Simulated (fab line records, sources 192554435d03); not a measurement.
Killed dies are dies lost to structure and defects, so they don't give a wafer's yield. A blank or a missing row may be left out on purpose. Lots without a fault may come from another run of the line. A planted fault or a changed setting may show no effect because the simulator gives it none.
Chamber matching | flow n5_finfet | N5_FIN_SAQP_MANDREL_ETCH_58 on rie_si-01: 4 sister chambers
The step etches a-Si in HBr/Cl2, stops on SiNx, target depth 45 nm, bt time 10 s, time 27 s. 4 wafers are shown with their chamber, then 12 later ones without.

WAFERS WITH THEIR CHAMBER
wafer  | chamber | drypump_motor_current_A (A)
L089.6 | 2       | 5.3
L091.1 | 3       | 6.7
L091.3 | 1       | 6.0
L091.4 | 0       | 6.0

WAFERS WITHOUT THEIR CHAMBER
wafer  | drypump_motor_current_A (A)
L092.2 | 6.7
L092.5 | 5.9
L092.6 | 6.0
L095.2 | 6.0
L095.4 | 6.0
L095.5 | 6.0
L097.1 | 6.0
L097.2 | 6.0
L097.3 | 5.4
L097.4 | 6.6
L097.5 | 6.6
L097.6 | 5.4

WHICH CHAMBER EACH WENT THROUGH
wafer  | from the rows above     | in truth
L092.2 | 3                       | 3
L092.5 | can't be placed: 0 or 1 | 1
L092.6 | can't be placed: 0 or 1 | 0
L095.2 | can't be placed: 0 or 1 | 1
L095.4 | can't be placed: 0 or 1 | 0
L095.5 | can't be placed: 0 or 1 | 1
L097.1 | can't be placed: 0 or 1 | 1
L097.2 | can't be placed: 0 or 1 | 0
L097.3 | 2                       | 2
L097.4 | 3                       | 3
L097.5 | 3                       | 3
L097.6 | 2                       | 2
Placed correctly: 5 of 12. Can't be placed from these rows: 7 (the true chamber is among the candidates in 7). Placed wrongly: 0.
How it was worked out, from the rows above alone: a wafer's distance from a chamber is the root of the sum, over the readings, of the square of ((its reading less the chamber's mean) divided by the reading's scatter). The wafer belongs to the nearest chamber; if the next one is less than 2 further off, it can't be placed. A chamber's mean is the mean of its shown wafers. The scatter: with one shown wafer a chamber, the root of the mean of the squares of how far each hidden wafer lies from its nearest shown one.
